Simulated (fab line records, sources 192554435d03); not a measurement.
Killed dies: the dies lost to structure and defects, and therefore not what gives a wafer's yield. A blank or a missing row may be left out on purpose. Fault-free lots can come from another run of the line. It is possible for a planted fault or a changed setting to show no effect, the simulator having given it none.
fab line records | flow n5-finfet
record lots=6 | wafers=18 | last-day=17
route steps=1938 shown HKMG_FIN@417
lots that met no fault: from a run of the same line without faults
start-h: start of the lot's first displayed wafer, in hours after the record's first day | wait-h: hours elapsed since this lot's preceding step | " unchanged from the row above | L1.1+2: a single row standing in for several wafers | - no value, or no start given | * or withheld: withheld | < > ~ a bound
route shown NAME@n: a module of which the file shows steps, and the number in the route of the first | usual: mean/standard deviation taken from wafers without a fault | same: alike in all rows | chamber/n: place in a boat | sites: the reading at each site | _std_site: standard deviation of those values | _edge_site: the outer-site mean with the inner-site mean subtracted | radius-mm: how far each site lies from the wafer's centre | mask NAME#n: copy n | behind: the last tool/chamber to shape the wafer | hold: what put the lot on hold/how long, in hours/how the hold closed | device: the transistor (n, p or np) that didn't switch | end of line: tests run on the same wafers once the route is complete | where a step has no rows: the recipe by itself | killed: at the first sort, the dies lost to defects and structure; wafer yield is something else | map: dies across one wafer; x = killed, . = not, _ = none there
set.NAME: the setting that was run; set.NAME@STEP: the one run at that earlier step | model.NAME: the simulator's own value behind a step, which no gauge read
lots at selected steps of the route; one table per step, one row per wafer
services: the hour from which a tool's chamber was out of use, counted from the record's first day as start-h (under 0 if before that day), plus the number of hours and why
## steps
# step N5_HKMG_FIN_WET_ETCH_81
# recipe chemistry=SC1 | target=TiN | stop-on=HfO2 | mix=1:1:5 | temp-c=60 | time-s=57 | target-depth-nm=6
# step N5_HKMG_FIN_WET_ETCH_82
# recipe chemistry=dHCl | mix=1:10000 | temp-c=25 | target=La2O3 | stop-on=HfO2 | target-depth-nm=2 | dry=ipa-marangoni | rinse-time-s=30 | rinse-temp-c=23
# step N5_HKMG_FIN_ALD_36
# recipe material=TiN | target-thk-a=10 | temp-c=400 | ald-precursor-family=TiCl4 | ald-co-reactant=NH3 | pulse-time-s=1 | purge-time-s=3 | co-reactant-purge-time-s=2 | co-reactant-pulse-time-s=2 | ald-cycles=47 | pressure-torr=3
# usual heater-power-w=857/76 | precursor-pulse-height-rel=0.998/0.021
# same co-reactant-purge-time-s=2 | pulse-time-s=1
lot.wafer | tool         | chamber | start-h | wait-h | heater-power-w | precursor-pulse-height-rel
L673.1    | ald-metal-03 | 3       | 154.03  | 0.0    | 805            | 0.974
L673.2    | "            | 0       | "       | "      | 882            | 0.971
L673.5    | "            | 0       | "       | "      | 882            | 0.998
L675.3    | ald-metal-01 | 3       | 169.48  | 0.0    | 950            | 0.998
L675.5    | "            | 0       | "       | "      | 757            | 0.984
L675.6    | "            | 1       | "       | "      | 881            | 0.976
L676.1    | ald-metal-02 | 3       | 172.04  | 0.0    | 817            | 0.991
L676.2    | "            | 0       | "       | "      | 859            | 1.018
L676.5    | "            | 3       | "       | "      | 834            | 1.024
L677.2    | ald-metal-02 | 3       | 179.71  | 0.0    | 819            | 0.994
L677.5    | "            | 3       | "       | "      | 829            | 0.990
L677.6    | "            | 2       | "       | "      | 921            | 1.005
L680.2    | ald-metal-01 | 2       | 194.97  | 0.0    | 827            | 0.965
L680.3    | "            | 1       | "       | "      | 902            | 1.013
L680.5    | "            | 3       | "       | "      | 966            | 0.984
L681.2    | ald-metal-03 | 2       | 200.09  | 0.0    | 725            | 1.017
L681.5    | "            | 0       | "       | "      | 890            | 1.000
L681.6    | "            | 3       | "       | "      | 848            | 0.936
# step N5_HKMG_FIN_THK_MEAS_70
# recipe thk-meas-gauge=xrf | reads=HfO2_of_HKMG_FIN_HK_ALD_01
# usual HK_THK=1.615/0.02
lot.wafer | tool          | chamber | start-h | wait-h | HK_THK[nm]
L673.1    | film-metro-01 | -       | 154.44  | 0.3    | 1.620
L673.2    | "             | -       | "       | "      | 1.609
L673.5    | "             | -       | "       | "      | 1.631
L675.3    | film-metro-02 | -       | 169.76  | 0.2    | 1.657
L675.5    | "             | -       | "       | "      | 1.595
L675.6    | "             | -       | "       | "      | 1.620
L676.1    | film-metro-02 | -       | 172.33  | 0.2    | 1.616
L676.2    | "             | -       | "       | "      | 1.571
L676.5    | "             | -       | "       | "      | 1.609
L677.2    | film-metro-01 | -       | 179.99  | 0.2    | 1.632
L677.5    | "             | -       | "       | "      | 1.640
L677.6    | "             | -       | "       | "      | 1.604
L680.2    | film-metro-01 | -       | 195.25  | 0.2    | 1.614
L680.3    | "             | -       | "       | "      | 1.620
L680.5    | "             | -       | "       | "      | 1.602
L681.2    | film-metro-02 | -       | 200.37  | 0.2    | 1.621
L681.5    | "             | -       | "       | "      | 1.627
L681.6    | "             | -       | "       | "      | 1.580
# step N5_HKMG_FIN_PWFM_ALD_03
# recipe material=TiN | target-thk-a=20 | temp-c=400 | ald-precursor-family=TiCl4 | ald-co-reactant=NH3 | pulse-time-s=1 | purge-time-s=3 | co-reactant-purge-time-s=2 | co-reactant-pulse-time-s=2 | ald-cycles=91 | pressure-torr=3
# usual heater-power-w=861/86 | precursor-pulse-height-rel=0.997/0.022
# same co-reactant-purge-time-s=2 | pulse-time-s=1
lot.wafer | tool         | chamber | start-h | wait-h | heater-power-w | precursor-pulse-height-rel
L673.1    | ald-metal-03 | 0       | 154.47  | 0.0    | 879            | 0.984
L673.2    | "            | 3       | "       | "      | 813            | 0.947
L673.5    | "            | 3       | "       | "      | 808            | 1.050
L675.3    | ald-metal-03 | 0       | 169.80  | 0.0    | 861            | 1.000
L675.5    | "            | 1       | "       | "      | 1065           | 1.005
L675.6    | "            | 3       | "       | "      | 833            | 1.027
L676.1    | ald-metal-03 | 3       | 172.37  | 0.0    | 830            | 0.971
L676.2    | "            | 0       | "       | "      | 846            | 0.964
L676.5    | "            | 3       | "       | "      | 815            | 0.976
L677.2    | ald-metal-03 | 3       | 180.03  | 0.0    | 811            | 1.022
L677.5    | "            | 2       | "       | "      | 728            | 1.003
L677.6    | "            | 0       | "       | "      | 875            | 0.982
L680.2    | ald-metal-03 | 2       | 195.29  | 0.0    | 707            | 0.963
L680.3    | "            | 3       | "       | "      | 812            | 0.999
L680.5    | "            | 3       | "       | "      | 800            | 1.028
L681.2    | ald-metal-03 | 2       | 200.41  | 0.0    | 724            | 1.008
L681.5    | "            | 3       | "       | "      | 835            | 1.007
L681.6    | "            | 2       | "       | "      | 720            | 1.006
# step N5_HKMG_FIN_COAT_29
# recipe resist=SOC | temp-c=250 | time-s=60 | spin-rpm=1500 | resist-thk-nm=300
# step N5_HKMG_FIN_COAT_30
# recipe resist=SiARC | temp-c=220 | time-s=60 | spin-rpm=1500 | resist-thk-nm=35
# step N5_HKMG_FIN_COAT_06
# recipe resist=CAR-ArF | spin-rpm=1500 | resist-thk-nm=90
# step N5_HKMG_FIN_EBR_08
# recipe solvent=PGMEA | ebr-width-mm=1.5
# step N5_HKMG_FIN_SOFTBAKE_07
# recipe temp-c=110 | time-s=60 | resist=CAR-ArF
# step N5_HKMG_FIN_EXPOSE_09
# recipe mask-id=NWFM | na=1.35 | source-shape=conventional | sigma-outer=0.8 | polarization=unpolarized | dose-mj=39.25
# step N5_HKMG_FIN_PEB_10
# recipe peb-temp-c=withheld | peb-time-s=60 | resist=CAR-ArF
# step N5_HKMG_FIN_DEVELOP_11
# recipe develop-time-s=30 | developer=TMAH | resist=CAR-ArF | dev-temp-c=23 | rinse-liquid=diw | dry=air-spin
# usual chill-plate-temp-C=23.00/0.12 | develop-time-s=30/0
lot.wafer | tool           | chamber | start-h | wait-h | chill-plate-temp-C | develop-time-s | model.CAR-ArF_of_HKMG_FIN_COAT_06.thk-nm
L673.1    | litho-track-03 | 0       | 155.47  | -      | 23.04              | 30             | 88.4
L673.2    | "              | 0       | "       | "      | 23.02              | 30             | 88.6
L673.5    | "              | 0       | "       | "      | 22.92              | 30             | 88.4
L675.3    | litho-track-05 | -       | 170.58  | -      | -                  | -              | 89.8
L675.5    | "              | -       | "       | "      | -                  | -              | 90
L675.6    | "              | -       | "       | "      | -                  | -              | 90
L676.1    | litho-track-03 | -       | 173.02  | -      | -                  | -              | 90
L676.2    | "              | -       | "       | "      | -                  | -              | 89.8
L676.5    | "              | -       | "       | "      | -                  | -              | 90
L677.2    | litho-track-03 | 0       | 180.81  | -      | 22.85              | 30             | 88
L677.5    | "              | 0       | "       | "      | 23.06              | 30             | 88
L677.6    | "              | 0       | "       | "      | 23.11              | 30             | 87.8
L680.2    | litho-track-01 | 0       | 196.07  | -      | 22.85              | 30             | 87.8
L680.3    | "              | 0       | "       | "      | 22.77              | 30             | 87.6
L680.5    | "              | 0       | "       | "      | 22.80              | 30             | 87.8
L681.2    | litho-track-03 | 0       | 201.06  | -      | 23.05              | 30             | 88.6
L681.5    | "              | 0       | "       | "      | 23.06              | 30             | 88.4
L681.6    | "              | 0       | "       | "      | 23.03              | 30             | 88.4
# step N5_HKMG_FIN_CD_MEAS_12
# recipe target-cd-nm=92.8 | landing-energy-ev=500 | detector=se-inlens
# usual cd-nm=92.6/0.7
lot.wafer | tool      | chamber | start-h | wait-h | cd-nm
L673.1    | cd-sem-03 | 0       | 155.53  | -      | 92.0
L673.2    | "         | 0       | "       | "      | 92.0
L673.5    | "         | 0       | "       | "      | 92.6
L675.3    | cd-sem-03 | 0       | 170.64  | -      | -
L675.5    | "         | 0       | "       | "      | -
L675.6    | "         | 0       | "       | "      | -
L676.1    | cd-sem-02 | 0       | 173.08  | -      | -
L676.2    | "         | 0       | "       | "      | -
L676.5    | "         | 0       | "       | "      | -
L677.2    | cd-sem-03 | 0       | 180.86  | -      | 93.9
L677.5    | "         | 0       | "       | "      | 93.2
L677.6    | "         | 0       | "       | "      | 92.9
L680.2    | cd-sem-01 | 0       | 196.13  | -      | 92.0
L680.3    | "         | 0       | "       | "      | 92.8
L680.5    | "         | 0       | "       | "      | 93.3
L681.2    | cd-sem-02 | 0       | 201.12  | -      | 92.9
L681.5    | "         | 0       | "       | "      | 91.8
L681.6    | "         | 0       | "       | "      | 93.4
## services
tool         | chamber | start-h | hours | kind
ald-metal-03 | 1       | 149.61  | 10.4  | repair
ald-metal-03 | 2       | 151.85  | 23.3  | repair
ald-metal-01 | -       | 164.03  | 1.2   | pm
ald-metal-03 | 1       | 176.30  | 19.3  | repair
## key
first-sign step=N5_HKMG_FIN_DEVELOP_11 | reading=tool-record | direction=missing
effect none on later readings
model-effect step=N5_HKMG_FIN_DEVELOP_11 | value=CAR-ArF_of_HKMG_FIN_COAT_06.thk-nm | without=88.2 | struck=89.93
met-at N5_HKMG_FIN_DEVELOP_11
struck-wafers L675.3,L675.5,L675.6,L676.1,L676.2,L676.5
later-rows-left-out L675.3,L675.5,L675.6,L676.1,L676.2,L676.5
sort-left-out L675.3,L675.5,L675.6,L676.1,L676.2,L676.5
onset-between 155.47 170.58
fault kind=skipped-step-whole | tool=litho-track-03,litho-track-05 | chamber=- | onset-h=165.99 | steps=N5_HKMG_FIN_DEVELOP_11 | scope=struck-lots-only
# sort-left-out: the simulated sort isn't trusted on such a fault, so these wafers' sort isn't shown, and their yield isn't known
# later-rows-left-out: the simulator's readings of these wafers behind a module that went badly wrong aren't trusted and aren't shown, but for the sort
